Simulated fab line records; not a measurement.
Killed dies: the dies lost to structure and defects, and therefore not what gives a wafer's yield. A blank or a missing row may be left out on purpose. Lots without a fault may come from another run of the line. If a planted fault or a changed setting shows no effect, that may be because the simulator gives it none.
Comparing a struck lot with a sound one | flow n5_finfet | 19 out of 1938 route steps
Sound: wafers L781.1, L781.2, L781.4. The struck wafers were L783.1, L783.5, L783.6. The cause is named last.
For every step that has rows: the tool of each side, followed by ch and its chambers, followed by its first start. Under that, the readings that differ: sound wafers | struck wafers | difference of the means | sigmas: that difference in standard deviations of wafers without a fault.
alike: same words and numbers on both sides, and readings whose means sit less than 2 such deviations apart. not compared: any withheld reading, any reading some wafer has no value for, any bound like >300 that may hide the same value, and any number with overlapping values for which the record gives no deviation.
A row with sigmas, a row that says differs or no value, or rows on one side alone: a step with any of these is where the two part. When numbers do not overlap yet have no deviation, they are printed without sigmas and do not part them. Lack of a reading on every wafer of one side parts them only where that side has two or more wafers.

first, 7 steps without rows for these wafers: N5_BEOL_M14_COAT_04 (resist thk 800 nm); N5_BEOL_M14_EBR_06; N5_BEOL_M14_SOFTBAKE_05 (time 60 s); N5_BEOL_M14_EXPOSE_07 (exposes mask V13); N5_BEOL_M14_PEB_08 (peb time 90 s); N5_BEOL_M14_DEVELOP_09 (develop time 45 s); N5_BEOL_M14_HARDBAKE_14 (time 120 s).
N5_BEOL_M14_CD_MEAS_10: the cd target is 250 nm.
  sound on cd_sem-01 ch 0, day 12 08:17; struck on cd_sem-02 ch 0, day 13 09:14
  alike: cd_nm
N5_BEOL_M14_OVL_MEAS_11:
  sound on overlay-01 ch 0, day 12 08:19; struck on overlay-02 ch 0, day 13 09:17
  alike: V13_OVL
N5_BEOL_M14_INSPECT_12: inspects for defects (macro).
  struck on defect_inspect-01, day 13 09:18; sound on defect_inspect-02, day 12 08:20
  alike: raw_defect_count
N5_BEOL_M14_DESCUM_15: chemistry O2, time 7.9 s.
  sound on rie_diel-06 ch 0,1,2, day 12 08:23; struck on rie_diel-03 ch 2,3, day 13 09:23
  alike: drypump_motor_current_A, oes_product_au, rf_vpp_V, showerhead_plenum_p_Torr, throttle_valve_pct
  not compared: rf_hours_counter_h
N5_BEOL_M14_ETCH_59: etches BARC in N2/H2, target depth 89 nm, overetch 26.7 nm, time 67.9 s.
  sound on rie_diel-06 ch 0,1,2, day 12 08:26; struck on rie_diel-03 ch 2,3, day 13 09:25
  reading                | sound             | struck            | difference | sigmas
  throttle_valve_pct (%) | 17.72 17.60 17.50 | 18.11 17.81 18.12 | +0.41      | +2
  alike: bias_w, chamber_pressure_mTorr, drypump_motor_current_A, oes_product_au, rf_vpp_V, showerhead_plenum_p_Torr
  not compared: rf_hours_counter_h
N5_BEOL_M14_VIA_ETCH_16: etches SiO2 in C4F8/O2/Ar, target depth 1231.3 nm.
  sound on rie_diel-06 ch 0,1,2, day 12 08:29; struck on rie_diel-03 ch 2,3, day 13 09:28
  no value came back on the struck wafers for any of 8 readings (C4F8_flow_sccm (sccm), O2_flow_sccm (sccm) and others); on the sound wafers C4F8_flow_sccm (sccm) reads 15.94 16.00 15.94
  reading                                    | sound           | struck            | difference | sigmas
  model.coat_of_BEOL_M14_COAT_04.thk_nm (nm) | 448 455.2 449.4 | 713.8 717.2 716.8 | +265.1     |
N5_BEOL_M14_STRIP_63: strips in O2.
  sound on rie_diel-06 ch 0,1,2; struck on rie_diel-03 ch 2,3
  alike: drypump_motor_current_A, oes_product_au, rf_vpp_V, showerhead_plenum_p_Torr, throttle_valve_pct
  not compared: rf_hours_counter_h
N5_BEOL_M14_STRIP_64: strips in O2.
  sound on rie_diel-06 ch 0,1,2; struck on rie_diel-03 ch 2,3
  alike: drypump_motor_current_A, oes_product_au, rf_vpp_V, showerhead_plenum_p_Torr, throttle_valve_pct
  not compared: rf_hours_counter_h
then, 2 steps without rows for these wafers: N5_BEOL_M14_STRIP_71 (strips in post etch residue remover, time 60 s); N5_BEOL_M14_SRD_72 (time 30 s, dry time 30 s).
N5_BEOL_M14_CD_MEAS_17: the cd target is 250 nm.
  struck on cd_sem-02, day 13 09:49; sound on cd_sem-03, day 12 08:50
  reading    | sound             | struck | difference                    | sigmas
  cd_nm (nm) | 250.1 252.4 252.0 | - - -  | no value on the struck wafers |
then, 1 step without rows for these wafers: N5_BEOL_M14_COAT_65 (time 60 s, resist thk 450 nm).

== WHERE THEY PART ==
Earliest at N5_BEOL_M14_ETCH_59; latest, in this record, at N5_BEOL_M14_CD_MEAS_17.

WHY: the cause the simulator had injected
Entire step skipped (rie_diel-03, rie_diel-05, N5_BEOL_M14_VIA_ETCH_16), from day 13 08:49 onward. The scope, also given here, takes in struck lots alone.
